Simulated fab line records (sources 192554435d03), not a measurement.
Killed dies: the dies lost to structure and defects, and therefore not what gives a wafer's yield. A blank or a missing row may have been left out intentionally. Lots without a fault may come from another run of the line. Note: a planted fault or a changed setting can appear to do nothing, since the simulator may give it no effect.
fab line records	flow n5_finfet
record lots=24	wafers=72	last_day=17
route steps=1938 shown BEOL_M1@794 BEOL_M2@842
lots that met no fault: taken from a fault-free run of the same line
start_h: hours from the record's opening day to when the first of the lot's shown wafers began	wait_h: how many hours have passed since the lot's step before this one	" the same as in the row above	L1.1+2: a row that stands for several wafers	- no value, or no start was given	* or withheld: withheld	< > ~ a bound
route shown NAME@n: names a module that has steps shown in the file, with the first one's number in the route	usual: mean/standard deviation of fault-free wafers	same: alike in all rows	chamber/n: place in a boat	sites: per-site readings	_std_site: the standard deviation of these	_edge_site: the outer-site mean with the inner-site mean subtracted	radius_mm: for every site, how far away it sits from the centre of the wafer	mask NAME#n: copy n	behind: the most recent tool/chamber to have shaped the wafer	hold: cause of the lot's hold/its duration in hours/its outcome	device: transistor that didn't switch, given as n, p or np	end of line: the route-end tests of the same wafers	for a step that has no rows: nothing shown but its recipe	killed: at the first sort, the dies lost to defects and structure; wafer yield is something else	map: per-die view of a wafer (x killed, . not killed, _ where there is no die)
set.NAME: setting as actually run; set.NAME@STEP: the setting as run at that earlier step	model.NAME: the simulator's own value behind a step, which no gauge read
the route's steps for a sample of lots (tables are steps, rows are wafers)
services: when a tool's chamber went out of use (start_h, in hours from the record's first day, below 0 if earlier), for how many hours, and the reason
## steps
# step N5_BEOL_M1_ETCH_70
# recipe chemistry=N2/H2	target=SOC	target_depth_a=800	overetch_a=160	mask_material=SiARC	temp_c=40	time_s=120	ion_energy_ev=200	pressure_mtorr=30	source_w=840	bias_w=150	n2_flow_sccm=200	h2_flow_sccm=200
# usual drypump_motor_current_A=6.0/0.57	oes_product_au=0.61/0.053	rf_vpp_V=523.7/2.3	showerhead_plenum_p_Torr=2.54/0.078	throttle_valve_pct=17.72/0.27
lot.wafer	tool	chamber	start_h	wait_h	drypump_motor_current_A	oes_product_au	rf_hours_counter_h	rf_vpp_V	showerhead_plenum_p_Torr	throttle_valve_pct
L075.2	rie_diel-01	3	133.14	0.0	6.3	0.58	165	524.7	2.51	17.30
L075.5	"	0	"	"	5.1	0.69	-	523.0	2.49	17.51
L075.6	"	3	"	"	6.3	0.59	-	524.4	2.51	17.31
L076.3	rie_diel-02	2	142.61	0.0	6.2	0.71	6	528.3	2.70	17.47
L076.4	"	3	"	"	6.0	0.56	165	524.4	2.52	18.09
L076.6	"	1	"	"	5.4	0.58	-	525.8	2.55	17.74
L077.2	rie_diel-01	0	147.49	0.0	5.1	0.68	25	522.3	2.49	17.53
L077.4	"	3	"	"	6.3	0.58	170	524.1	2.51	17.33
L077.6	"	1	"	"	6.4	0.69	-	524.6	2.58	17.78
L074.1	rie_diel-04	2	155.53	0.0	5.7	0.57	160	521.7	2.44	17.64
L074.3	"	0	"	"	6.1	0.58	168	527.0	2.65	18.05
L074.5	"	1	"	"	5.1	0.68	-	526.5	2.62	17.91
L079.1	rie_diel-01	0	158.30	0.0	5.1	0.68	29	522.2	2.48	17.52
L079.3	"	2	"	"	6.8	0.60	119	521.7	2.47	17.58
L079.5	"	0	"	"	5.1	0.67	-	520.5	2.49	17.52
L078.4	rie_diel-02	3	158.79	0.0	6.0	0.56	-	523.4	2.52	18.08
L078.5	"	2	"	"	6.2	0.70	-	528.0	2.69	17.50
L078.6	"	0	"	"	5.6	0.53	-	525.5	2.64	18.32
L080.2	rie_diel-02	2	159.11	0.0	6.2	0.69	11	527.2	2.69	17.49
L080.3	"	3	"	"	6.0	0.55	170	523.8	2.52	18.09
L080.6	"	0	"	"	5.6	0.53	-	524.9	2.64	18.32
L081.1	rie_diel-02	0	164.56	0.0	5.6	0.53	246	525.4	2.64	18.32
L081.4	"	3	"	"	6.0	0.55	-	524.2	2.52	18.08
L081.5	"	0	"	"	5.5	0.53	-	524.5	2.63	18.33
L082.2	rie_diel-01	1	176.26	0.0	6.4	0.68	41	526.0	2.57	17.81
L082.4	"	2	"	"	6.8	0.59	124	520.5	2.47	17.58
L082.5	"	1	"	"	6.4	0.68	-	524.6	2.57	17.82
L083.1	rie_diel-02	2	185.12	0.0	6.2	0.67	21	527.1	2.69	17.51
L083.3	"	1	"	"	5.4	0.57	164	524.2	2.54	17.77
L083.4	"	3	"	"	6.0	0.55	-	524.3	2.52	18.10
L084.1	rie_diel-04	0	193.75	0.0	6.1	0.56	178	525.9	2.65	18.06
L084.2	"	3	"	"	6.7	0.61	136	521.3	2.43	17.52
L084.4	"	1	"	"	5.0	0.66	37	524.9	2.61	17.94
L085.2	rie_diel-01	0	197.97	0.0	5.1	0.66	41	522.1	2.48	17.55
L085.3	"	1	"	"	6.3	0.67	48	525.9	2.57	17.82
L085.6	"	2	"	"	6.8	0.58	-	519.9	2.47	17.61
L086.2	rie_diel-01	3	209.62	0.0	6.3	0.56	188	524.9	2.50	17.34
L086.4	"	1	"	"	6.3	0.66	52	525.5	2.57	17.84
L086.5	"	1	"	"	6.3	0.66	-	526.2	2.57	17.84
L087.1	rie_diel-01	0	214.03	0.0	5.1	0.65	46	520.5	2.48	17.55
L087.5	"	2	"	"	6.8	0.58	-	521.2	2.47	17.60
L087.6	"	3	"	"	6.3	0.57	-	524.7	2.50	17.34
L088.4	rie_diel-01	3	214.48	0.0	6.3	0.56	189	523.1	2.50	17.35
L088.5	"	1	"	"	6.4	0.66	-	522.6	2.57	17.83
L088.6	"	0	"	"	5.1	0.66	-	522.2	2.48	17.56
L089.2	rie_diel-04	2	217.47	0.0	5.7	0.56	179	522.0	2.43	17.68
L089.5	"	3	"	"	6.7	0.60	-	519.8	2.43	17.53
L089.6	"	2	"	"	5.7	0.57	-	520.9	2.43	17.68
L090.2	rie_diel-01	0	222.97	0.0	5.1	0.64	49	521.7	2.48	17.58
L090.3	"	3	"	"	6.3	0.57	192	523.7	2.50	17.37
L090.5	"	1	"	"	6.4	0.66	-	524.5	2.57	17.84
L091.2	rie_diel-01	3	226.25	0.0	6.3	0.56	193	523.1	2.50	17.35
L091.5	"	0	"	"	5.1	0.65	-	521.6	2.48	17.55
L091.6	"	3	"	"	6.2	0.57	-	523.9	2.50	17.34
L092.2	rie_diel-04	3	233.95	0.0	6.7	0.60	149	520.7	2.43	17.56
L092.4	"	0	"	"	6.1	0.56	190	526.5	2.64	18.10
L092.5	"	0	"	"	6.1	0.56	-	526.0	2.64	18.08
L093.2	rie_diel-02	2	240.87	0.0	6.2	0.65	37	528.4	2.68	17.55
L093.3	"	0	"	"	5.6	0.71	16	524.1	2.63	17.95
L093.6	"	3	"	"	6.0	0.53	-	524.2	2.51	18.11
L094.2	rie_diel-04	1	244.35	0.0	5.0	0.65	51	525.5	2.61	17.95
L094.3	"	3	"	"	6.7	0.60	152	520.8	2.43	17.55
L094.5	"	3	"	"	6.7	0.60	-	523.0	2.43	17.57
L096.1	rie_diel-01	0	256.40	0.0	5.1	0.64	60	522.8	2.47	17.58
L096.4	"	3	"	"	6.3	0.57	203	522.6	2.49	17.38
L096.6	"	1	"	"	6.3	0.65	-	524.3	2.56	17.86
L095.2	rie_diel-04	1	258.15	0.0	5.0	0.64	55	524.8	2.61	17.96
L095.4	"	3	"	"	6.7	0.59	156	521.8	2.43	17.57
L095.5	"	1	"	"	5.0	0.65	-	526.4	2.61	17.95
L097.3	rie_diel-01	2	262.39	0.0	6.8	0.58	146	521.8	2.46	17.64
L097.4	"	0	"	"	5.1	0.64	62	521.7	2.47	17.58
L097.6	"	3	"	"	6.3	0.56	-	522.8	2.49	17.38
# step N5_BEOL_M1_SURFACE_TREAT_85
# recipe gas=Ar	time_s=*	ion_energy_ev=*	ion_current_ma_cm2=0.5	pressure_mtorr=*	ar_flow_sccm=30
# usual throttle_valve_pct=*
lot.wafer	tool	chamber	start_h	wait_h	throttle_valve_pct
L075.2	pvd_sputter-03	-	134.27	0.2	*
L075.5	"	-	"	"	*
L075.6	"	-	"	"	*
L076.3	pvd_sputter-03	-	144.70	0.2	*
L076.4	"	-	"	"	*
L076.6	"	-	"	"	*
L077.2	pvd_sputter-01	-	148.55	0.1	*
L077.4	"	-	"	"	*
L077.6	"	-	"	"	*
L074.1	pvd_sputter-03	-	156.71	0.1	*
L074.3	"	-	"	"	*
L074.5	"	-	"	"	*
L079.1	pvd_sputter-03	-	159.45	0.1	*
L079.3	"	-	"	"	*
L079.5	"	-	"	"	*
L078.4	pvd_sputter-02	-	159.66	0.1	*
L078.5	"	-	"	"	*
L078.6	"	-	"	"	*
L080.2	pvd_sputter-01	-	161.57	1.7	*
L080.3	"	-	"	"	*
L080.6	"	-	"	"	*
L081.1	pvd_sputter-02	-	165.97	0.1	*
L081.4	"	-	"	"	*
L081.5	"	-	"	"	*
L082.2	pvd_sputter-02	-	177.43	0.1	*
L082.4	"	-	"	"	*
L082.5	"	-	"	"	*
L083.1	pvd_sputter-03	-	186.11	0.1	*
L083.3	"	-	"	"	*
L083.4	"	-	"	"	*
L084.1	pvd_sputter-01	-	195.23	0.4	*
L084.2	"	-	"	"	*
L084.4	"	-	"	"	*
L085.2	pvd_sputter-01	-	199.33	0.2	*
L085.3	"	-	"	"	*
L085.6	"	-	"	"	*
L086.2	pvd_sputter-01	-	210.83	0.1	*
L086.4	"	-	"	"	*
L086.5	"	-	"	"	*
L087.1	pvd_sputter-03	-	215.39	0.2	*
L087.5	"	-	"	"	*
L087.6	"	-	"	"	*
L088.4	pvd_sputter-01	-	217.45	1.8	*
L088.5	"	-	"	"	*
L088.6	"	-	"	"	*
L089.2	pvd_sputter-01	-	218.38	0.2	*
L089.5	"	-	"	"	*
L089.6	"	-	"	"	*
L090.2	pvd_sputter-01	-	224.13	0.1	*
L090.3	"	-	"	"	*
L090.5	"	-	"	"	*
L091.2	pvd_sputter-03	-	227.42	0.1	*
L091.5	"	-	"	"	*
L091.6	"	-	"	"	*
L092.2	pvd_sputter-01	-	235.40	0.3	*
L092.4	"	-	"	"	*
L092.5	"	-	"	"	*
L093.2	pvd_sputter-03	-	242.12	0.2	*
L093.3	"	-	"	"	*
L093.6	"	-	"	"	*
L094.2	pvd_sputter-02	-	245.42	0.1	*
L094.3	"	-	"	"	*
L094.5	"	-	"	"	*
L096.1	pvd_sputter-01	-	258.20	0.4	*
L096.4	"	-	"	"	*
L096.6	"	-	"	"	*
L095.2	pvd_sputter-01	-	259.96	0.1	*
L095.4	"	-	"	"	*
L095.5	"	-	"	"	*
L097.3	pvd_sputter-01	-	265.08	0.2	*
L097.4	"	-	"	"	*
L097.6	"	-	"	"	*
# step N5_BEOL_M1_ANNEAL_80
# recipe temp_c=400	time_s=240	ambient=vacuum
# usual heater_power_w=813/77	susceptor_temp_C_max=401.0/0.46
lot.wafer	tool	chamber	start_h	wait_h	heater_power_w	susceptor_temp_C_max
L075.2	pvd_sputter-02	-	135.04	0.0	766	400.8
L075.5	"	-	"	"	896	400.8
L075.6	"	-	"	"	751	401.0
L076.3	pvd_sputter-02	-	145.23	0.0	844	401.0
L076.4	"	-	"	"	899	400.7
L076.6	"	-	"	"	837	400.4
L077.2	pvd_sputter-02	-	149.10	0.0	735	400.6
L077.4	"	-	"	"	890	401.0
L077.6	"	-	"	"	908	400.8
L074.1	pvd_sputter-03	-	157.33	0.0	846	401.2
L074.3	"	-	"	"	819	401.1
L074.5	"	-	"	"	901	401.2
L079.1	pvd_sputter-01	-	159.99	0.0	842	400.7
L079.3	"	-	"	"	678	400.9
L079.5	"	-	"	"	675	400.7
L078.4	pvd_sputter-03	-	160.55	0.1	835	401.1
L078.5	"	-	"	"	907	401.4
L078.6	"	-	"	"	818	401.4
L080.2	pvd_sputter-01	-	162.21	0.0	857	400.6
L080.3	"	-	"	"	834	400.6
L080.6	"	-	"	"	843	400.4
L081.1	pvd_sputter-02	-	168.15	0.0	850	401.1
L081.4	"	-	"	"	898	401.3
L081.5	"	-	"	"	905	401.0
L082.2	pvd_sputter-02	-	177.98	0.0	758	400.9
L082.4	"	-	"	"	756	400.3
L082.5	"	-	"	"	779	400.9
L083.1	pvd_sputter-02	-	189.07	0.0	773	401.0
L083.3	"	-	"	"	851	400.5
L083.4	"	-	"	"	781	401.0
L084.1	pvd_sputter-03	-	196.70	0.0	675	401.0
L084.2	"	-	"	"	845	401.1
L084.4	"	-	"	"	825	401.3
L085.2	pvd_sputter-03	-	200.16	0.0	829	400.9
L085.3	"	-	"	"	859	401.9
L085.6	"	-	"	"	864	401.6
L086.2	pvd_sputter-02	-	211.60	0.0	768	401.5
L086.4	"	-	"	"	739	401.1
L086.5	"	-	"	"	840	400.6
L087.1	pvd_sputter-01	-	215.91	0.0	842	400.5
L087.5	"	-	"	"	901	401.1
L087.6	"	-	"	"	840	400.5
L088.4	pvd_sputter-02	-	218.05	0.0	896	400.9
L088.5	"	-	"	"	893	401.1
L088.6	"	-	"	"	749	400.2
L089.2	pvd_sputter-03	-	218.97	0.0	831	400.6
L089.5	"	-	"	"	670	401.2
L089.6	"	-	"	"	854	401.6
L090.2	pvd_sputter-02	-	224.69	0.0	837	400.9
L090.3	"	-	"	"	766	401.1
L090.5	"	-	"	"	768	401.3
L091.2	pvd_sputter-03	-	228.04	0.0	860	401.1
L091.5	"	-	"	"	663	400.7
L091.6	"	-	"	"	827	401.9
L092.2	pvd_sputter-01	-	236.22	0.0	845	400.3
L092.4	"	-	"	"	869	400.6
L092.5	"	-	"	"	840	401.0
L093.2	pvd_sputter-03	-	242.80	0.0	856	401.6
L093.3	"	-	"	"	883	402.1
L093.6	"	-	"	"	654	400.5
L094.2	pvd_sputter-03	-	245.96	0.0	676	401.1
L094.3	"	-	"	"	847	401.1
L094.5	"	-	"	"	838	401.1
L096.1	pvd_sputter-03	-	258.80	0.0	655	401.3
L096.4	"	-	"	"	839	401.4
L096.6	"	-	"	"	818	401.2
L095.2	pvd_sputter-03	-	260.64	0.0	864	401.3
L095.4	"	-	"	"	853	401.2
L095.5	"	-	"	"	895	401.7
L097.3	pvd_sputter-01	-	265.94	0.0	839	400.8
L097.4	"	-	"	"	879	400.7
L097.6	"	-	"	"	672	401.1
# step N5_BEOL_M2_THK_MEAS_01
# recipe reads=SiOC_of_BEOL_M2_ILD_DEP_00
# usual M2_ILD_THK=78.6/1.2
lot.wafer	tool	chamber	start_h	wait_h	M2_ILD_THK[nm]
L075.2	film_metro-01	-	137.68	0.1	77.9
L075.5	"	-	"	"	79.7
L075.6	"	-	"	"	79.2
L076.3	film_metro-01	-	147.91	0.1	77.9
L076.4	"	-	"	"	79.3
L076.6	"	-	"	"	78.3
L077.2	film_metro-02	-	151.74	0.1	78.5
L077.4	"	-	"	"	79.6
L077.6	"	-	"	"	78.9
L074.1	film_metro-01	-	160.08	0.0	79.1
L074.3	"	-	"	"	77.3
L074.5	"	-	"	"	78.3
L079.1	film_metro-01	-	162.64	0.0	79.2
L079.3	"	-	"	"	79.1
L079.5	"	-	"	"	80.1
L078.4	film_metro-01	-	163.12	0.0	79.8
L078.5	"	-	"	"	77.0
L078.6	"	-	"	"	79.5
L080.2	film_metro-02	-	164.85	0.1	76.2
L080.3	"	-	"	"	77.5
L080.6	"	-	"	"	79.2
L081.1	film_metro-01	-	170.81	0.0	80.0
L081.4	"	-	"	"	80.3
L081.5	"	-	"	"	81.4
L082.2	film_metro-02	-	180.67	0.1	78.1
L082.4	"	-	"	"	78.3
L082.5	"	-	"	"	79.8
L083.1	film_metro-01	-	191.94	0.0	78.0
L083.3	"	-	"	"	77.4
L083.4	"	-	"	"	78.9
L084.1	film_metro-02	-	199.34	0.0	79.1
L084.2	"	-	"	"	76.7
L084.4	"	-	"	"	79.5
L085.2	film_metro-02	-	202.91	0.1	78.6
L085.3	"	-	"	"	78.2
L085.6	"	-	"	"	80.1
L086.2	film_metro-02	-	214.28	0.1	78.6
L086.4	"	-	"	"	79.5
L086.5	"	-	"	"	80.3
L087.1	film_metro-02	-	218.54	0.0	79.0
L087.5	"	-	"	"	79.7
L087.6	"	-	"	"	80.6
L088.4	film_metro-02	-	220.99	0.0	78.5
L088.5	"	-	"	"	77.7
L088.6	"	-	"	"	80.1
L089.2	film_metro-02	-	221.61	0.1	77.2
L089.5	"	-	"	"	78.1
L089.6	"	-	"	"	78.7
L090.2	film_metro-02	-	227.34	0.1	76.6
L090.3	"	-	"	"	77.9
L090.5	"	-	"	"	77.1
L091.2	film_metro-01	-	230.68	0.1	76.6
L091.5	"	-	"	"	78.2
L091.6	"	-	"	"	80.9
L092.2	film_metro-02	-	238.87	0.1	77.7
L092.4	"	-	"	"	79.2
L092.5	"	-	"	"	80.0
L093.2	film_metro-01	-	245.47	0.1	78.3
L093.3	"	-	"	"	76.7
L093.6	"	-	"	"	80.2
L094.2	film_metro-02	-	248.67	0.1	76.9
L094.3	"	-	"	"	78.0
L094.5	"	-	"	"	77.7
L096.1	film_metro-02	-	261.43	0.0	79.0
L096.4	"	-	"	"	80.1
L096.6	"	-	"	"	81.0
L095.2	film_metro-02	-	263.74	0.1	78.5
L095.4	"	-	"	"	78.6
L095.5	"	-	"	"	80.2
L097.3	film_metro-02	-	268.58	0.1	75.4
L097.4	"	-	"	"	77.9
L097.6	"	-	"	"	77.3
# step N5_BEOL_M2_HM_DEP_02
# recipe material=TiN	target_thk_a=200	temp_c=25	chamber_pressure_pa=0.49996
# usual chamber_pressure_pa=0.5000/0.0011	throttle_valve_pct=29.6/0.87
lot.wafer	tool	chamber	start_h	wait_h	chamber_pressure_pa	throttle_valve_pct
L075.2	pvd_sputter-01	-	140.07	2.3	0.4991	27.6
L075.5	"	-	"	"	0.4988	27.7
L075.6	"	-	"	"	0.4993	29.7
L076.3	pvd_sputter-02	-	148.15	0.2	0.5017	28.9
L076.4	"	-	"	"	0.5002	31.0
L076.6	"	-	"	"	0.4993	29.6
L077.2	pvd_sputter-02	-	151.83	0.0	0.4990	29.6
L077.4	"	-	"	"	0.5005	28.8
L077.6	"	-	"	"	0.5010	30.3
L074.1	pvd_sputter-03	-	162.18	2.0	0.5011	29.9
L074.3	"	-	"	"	0.4989	30.3
L074.5	"	-	"	"	0.5007	30.3
L079.1	pvd_sputter-03	-	163.42	0.7	0.4996	30.5
L079.3	"	-	"	"	0.4998	29.7
L079.5	"	-	"	"	0.5000	29.8
L078.4	pvd_sputter-02	-	164.01	0.8	0.5006	29.5
L078.5	"	-	"	"	0.5011	30.6
L078.6	"	-	"	"	0.4991	29.2
L080.2	pvd_sputter-02	-	165.23	0.3	0.4999	30.6
L080.3	"	-	"	"	0.4997	28.9
L080.6	"	-	"	"	0.4992	30.7
L081.1	pvd_sputter-02	-	171.05	0.2	0.5013	30.7
L081.4	"	-	"	"	0.5007	30.4
L081.5	"	-	"	"	0.4987	30.5
L082.2	pvd_sputter-03	-	181.55	0.8	0.5009	30.4
L082.4	"	-	"	"	0.5005	28.8
L082.5	"	-	"	"	0.5015	30.4
L083.1	pvd_sputter-01	-	193.31	1.3	0.5005	29.8
L083.3	"	-	"	"	0.5019	27.5
L083.4	"	-	"	"	0.4996	29.8
L084.1	pvd_sputter-01	-	201.39	2.0	0.4999	29.6
L084.2	"	-	"	"	0.4999	29.3
L084.4	"	-	"	"	0.5001	29.8
L085.2	pvd_sputter-01	-	203.39	0.4	0.4995	27.6
L085.3	"	-	"	"	0.4998	29.9
L085.6	"	-	"	"	0.5002	30.0
L086.2	pvd_sputter-03	-	214.85	0.5	0.5011	29.0
L086.4	"	-	"	"	0.5002	29.9
L086.5	"	-	"	"	0.5006	29.8
L087.1	pvd_sputter-02	-	220.19	1.6	0.4990	30.7
L087.5	"	-	"	"	0.4994	29.2
L087.6	"	-	"	"	0.4987	29.2
L088.4	pvd_sputter-01	-	222.66	1.6	0.5013	27.8
L088.5	"	-	"	"	0.4984	29.7
L088.6	"	-	"	"	0.5014	27.5
L089.2	pvd_sputter-01	-	222.84	1.2	0.4984	27.3
L089.5	"	-	"	"	0.4988	29.6
L089.6	"	-	"	"	0.5013	29.2
L090.2	pvd_sputter-03	-	227.54	0.1	0.5013	30.5
L090.3	"	-	"	"	0.5001	30.3
L090.5	"	-	"	"	0.4998	30.5
L091.2	pvd_sputter-01	-	232.90	2.2	0.4990	27.5
L091.5	"	-	"	"	0.4991	29.3
L091.6	"	-	"	"	0.4996	29.7
L092.2	pvd_sputter-01	-	241.05	2.1	0.4987	29.9
L092.4	"	-	"	"	0.5007	29.4
L092.5	"	-	"	"	0.4976	29.5
L093.2	pvd_sputter-01	-	245.57	0.0	0.5011	27.4
L093.3	"	-	"	"	0.5002	29.3
L093.6	"	-	"	"	0.5004	27.5
L094.2	pvd_sputter-03	-	249.63	0.9	0.4999	29.0
L094.3	"	-	"	"	0.5005	30.4
L094.5	"	-	"	"	0.5028	30.3
L096.1	pvd_sputter-01	-	262.08	0.6	0.4987	29.9
L096.4	"	-	"	"	0.4984	29.6
L096.6	"	-	"	"	0.5006	29.7
L095.2	pvd_sputter-01	-	265.12	1.3	0.4982	29.9
L095.4	"	-	"	"	0.4992	29.7
L095.5	"	-	"	"	0.4998	29.9
L097.3	pvd_sputter-03	-	268.96	0.3	0.5005	29.2
L097.4	"	-	"	"	0.4991	30.3
L097.6	"	-	"	"	0.5005	30.3
# step N5_BEOL_M2_DESCUM_16
# recipe chemistry=O2	time_s=7	source_power_w=50	bias_power_w=20	pressure_mtorr=20	rf_frequency_hz=2.712e+07	temp_c=40	resist=CAR-EUV	o2_flow_sccm=225
# usual drypump_motor_current_A=5.6/0.46	o2_flow_sccm=225.1/0.66	oes_product_au=0.83/0.1	rf_vpp_V=243.1/1.2	showerhead_plenum_p_Torr=2.10/0.052	throttle_valve_pct=20.49/0.22
lot.wafer	tool	chamber	start_h	wait_h	drypump_motor_current_A	o2_flow_sccm	oes_product_au	rf_hours_counter_h	rf_vpp_V	showerhead_plenum_p_Torr	throttle_valve_pct
L075.2	rie_diel-06	3	140.58	0.0	4.8	224.7	0.70	193	245.8	2.18	20.78
L075.5	"	2	"	"	4.7	224.1	0.68	-	243.8	2.08	20.88
L075.6	"	1	"	"	5.9	225.9	0.68	-	243.1	2.06	20.73
L076.3	rie_diel-06	0	149.31	0.5	5.3	225.9	0.90	22	243.6	2.13	20.02
L076.4	"	1	"	"	5.9	225.2	0.68	219	242.9	2.06	20.74
L076.6	"	3	"	"	4.8	224.4	0.70	-	244.2	2.18	20.78
L077.2	rie_diel-03	1	152.54	0.2	5.9	225.3	0.97	2	242.6	2.06	20.36
L077.4	"	3	"	"	5.5	225.8	0.70	-	243.8	2.16	20.78
L077.6	"	1	"	"	5.9	225.7	0.97	-	242.0	2.06	20.38
L074.1	rie_diel-03	2	162.70	0.0	5.8	224.7	0.90	33	244.3	2.15	20.39
L074.3	"	1	"	"	5.9	225.9	0.96	6	241.9	2.06	20.36
L074.5	"	2	"	"	5.8	225.4	0.90	-	245.3	2.16	20.40
L079.1	rie_diel-03	2	164.31	0.4	5.8	223.9	0.91	34	242.7	2.15	20.40
L079.3	"	1	"	"	5.9	225.4	0.96	7	240.3	2.06	20.38
L079.5	"	2	"	"	5.8	224.5	0.91	-	243.1	2.15	20.38
L078.4	rie_diel-03	2	164.75	0.2	5.8	225.8	0.90	-	244.1	2.15	20.38
L078.5	"	1	"	"	5.9	224.2	0.95	-	243.5	2.06	20.37
L078.6	"	3	"	"	5.5	224.1	0.70	-	243.1	2.16	20.76
L080.2	rie_diel-05	0	165.79	0.1	5.9	224.8	0.89	40	243.5	2.02	20.35
L080.3	"	1	"	"	5.1	224.6	0.87	30	244.0	2.13	20.27
L080.6	"	0	"	"	5.9	225.1	0.89	-	243.9	2.02	20.34
L081.1	rie_diel-05	3	171.61	0.1	6.1	225.4	0.70	196	242.7	2.09	20.70
L081.4	"	1	"	"	5.1	224.8	0.87	31	243.6	2.13	20.27
L081.5	"	1	"	"	5.1	224.6	0.86	-	243.7	2.13	20.28
L082.2	rie_diel-05	2	182.20	0.0	4.8	224.7	0.73	168	241.2	2.02	20.65
L082.4	"	3	"	"	6.1	226.7	0.70	200	242.9	2.09	20.70
L082.5	"	2	"	"	4.8	225.8	0.73	-	242.6	2.02	20.67
L083.1	rie_diel-06	1	194.01	0.1	5.9	225.0	0.67	239	241.8	2.06	20.77
L083.3	"	3	"	"	4.8	225.8	0.69	216	243.9	2.18	20.84
L083.4	"	2	"	"	4.7	225.3	0.97	1	241.5	2.08	20.52
L084.1	rie_diel-06	0	201.90	0.0	5.3	224.2	0.86	45	244.7	2.12	20.08
L084.2	"	2	"	"	4.7	226.0	0.96	4	242.1	2.07	20.54
L084.4	"	3	"	"	4.9	224.8	0.68	219	244.4	2.17	20.84
L085.2	rie_diel-03	2	204.46	0.5	5.8	225.4	0.87	49	241.9	2.15	20.41
L085.3	"	0	"	"	6.3	226.8	0.97	10	241.9	2.05	20.40
L085.6	"	1	"	"	5.9	226.1	0.92	-	242.5	2.05	20.40
L086.2	rie_diel-05	1	215.54	0.2	5.1	226.0	0.83	46	245.0	2.12	20.31
L086.4	"	0	"	"	5.9	225.6	0.86	56	242.4	2.02	20.39
L086.5	"	1	"	"	5.1	224.1	0.84	-	244.1	2.13	20.30
L087.1	rie_diel-05	0	220.71	0.0	5.9	226.0	0.85	58	242.1	2.02	20.38
L087.5	"	1	"	"	5.0	224.8	0.84	-	243.4	2.12	20.31
L087.6	"	3	"	"	6.1	224.9	0.69	-	242.6	2.08	20.72
L088.4	rie_diel-03	1	223.47	0.3	5.9	227.0	0.90	-	241.4	2.05	20.41
L088.5	"	1	"	"	5.9	225.3	0.90	-	242.3	2.05	20.40
L088.6	"	2	"	"	5.8	225.7	0.87	-	244.8	2.15	20.41
L089.2	rie_diel-05	0	223.72	0.3	5.9	224.8	0.86	59	241.2	2.02	20.37
L089.5	"	3	"	"	6.1	224.7	0.69	-	241.9	2.08	20.72
L089.6	"	1	"	"	5.1	226.1	0.83	-	244.3	2.12	20.29
L090.2	rie_diel-03	0	228.42	0.4	6.3	224.6	0.97	18	242.1	2.05	20.41
L090.3	"	3	"	"	5.5	225.4	0.96	2	244.4	2.15	20.45
L090.5	"	2	"	"	5.8	224.8	0.86	-	243.6	2.15	20.41
L091.2	rie_diel-03	1	234.51	1.0	5.9	224.6	0.88	37	242.9	2.05	20.42
L091.5	"	2	"	"	5.8	225.6	0.85	-	245.5	2.14	20.41
L091.6	"	1	"	"	5.9	224.3	0.88	-	241.5	2.05	20.41
L092.2	rie_diel-06	2	241.69	0.0	4.7	225.2	0.92	12	244.5	2.07	20.55
L092.4	"	0	"	"	5.2	225.7	0.85	53	244.4	2.12	20.09
L092.5	"	3	"	"	4.8	224.4	0.67	-	243.8	2.17	20.84
L093.2	rie_diel-03	0	246.21	0.0	6.3	225.6	0.93	26	241.9	2.04	20.42
L093.3	"	1	"	"	5.9	225.8	0.87	42	241.8	2.05	20.41
L093.6	"	1	"	"	5.8	225.9	0.88	-	242.7	2.05	20.40
L094.2	rie_diel-03	2	250.15	0.0	5.8	224.5	0.85	70	242.4	2.14	20.44
L094.3	"	3	"	"	5.5	224.7	0.91	12	243.9	2.15	20.45
L094.5	"	3	"	"	5.5	224.4	0.91	-	244.0	2.15	20.46
L096.1	rie_diel-05	1	262.72	0.0	5.1	224.9	0.81	66	244.1	2.12	20.33
L096.4	"	0	"	"	5.9	224.5	0.83	76	242.8	2.01	20.40
L096.6	"	0	"	"	5.9	226.3	0.83	-	242.3	2.01	20.39
L095.2	rie_diel-06	1	265.64	0.0	5.9	223.2	0.98	1	242.0	2.05	20.48
L095.4	"	0	"	"	5.3	224.7	0.83	65	244.3	2.11	20.11
L095.5	"	3	"	"	4.8	224.4	0.66	-	244.5	2.17	20.87
L097.3	rie_diel-03	0	269.82	0.3	6.3	224.7	0.93	34	241.6	2.04	20.46
L097.4	"	3	"	"	5.5	224.9	0.90	18	245.8	2.15	20.45
L097.6	"	0	"	"	6.3	224.1	0.92	-	243.5	2.04	20.45
## services
tool	chamber	start_h	hours	kind
rie_diel-04	2	114.20	1.9	repair
rie_diel-06	-	119.48	4.4	repair
rie_diel-06	0	124.63	1.7	repair
rie_diel-03	1	130.75	-	clean
rie_diel-03	1	130.75	-	consumable_replace:focus_ring
rie_diel-03	1	130.75	17.5	scheduled_down
rie_diel-03	1	130.75	17.5	vent_cycle
rie_diel-04	-	131.63	0.8	repair
rie_diel-04	0	132.51	11.9	repair
rie_diel-03	0	149.30	-	clean
rie_diel-03	0	149.30	-	consumable_replace:focus_ring
rie_diel-03	0	149.30	25.7	scheduled_down
rie_diel-03	0	149.30	25.7	vent_cycle
rie_diel-02	1	156.55	15.9	repair
rie_diel-03	-	158.24	0.4	repair
rie_diel-01	3	165.35	3.0	repair
rie_diel-03	3	168.79	4.2	repair
rie_diel-03	3	205.74	-	clean
rie_diel-03	3	205.74	-	consumable_replace:focus_ring
rie_diel-03	0	218.61	7.7	repair
rie_diel-01	2	220.07	16.1	repair
rie_diel-06	-	223.44	14.6	pm
rie_diel-05	-	229.22	0.1	repair
rie_diel-02	0	264.59	16.2	repair
## key
fault none
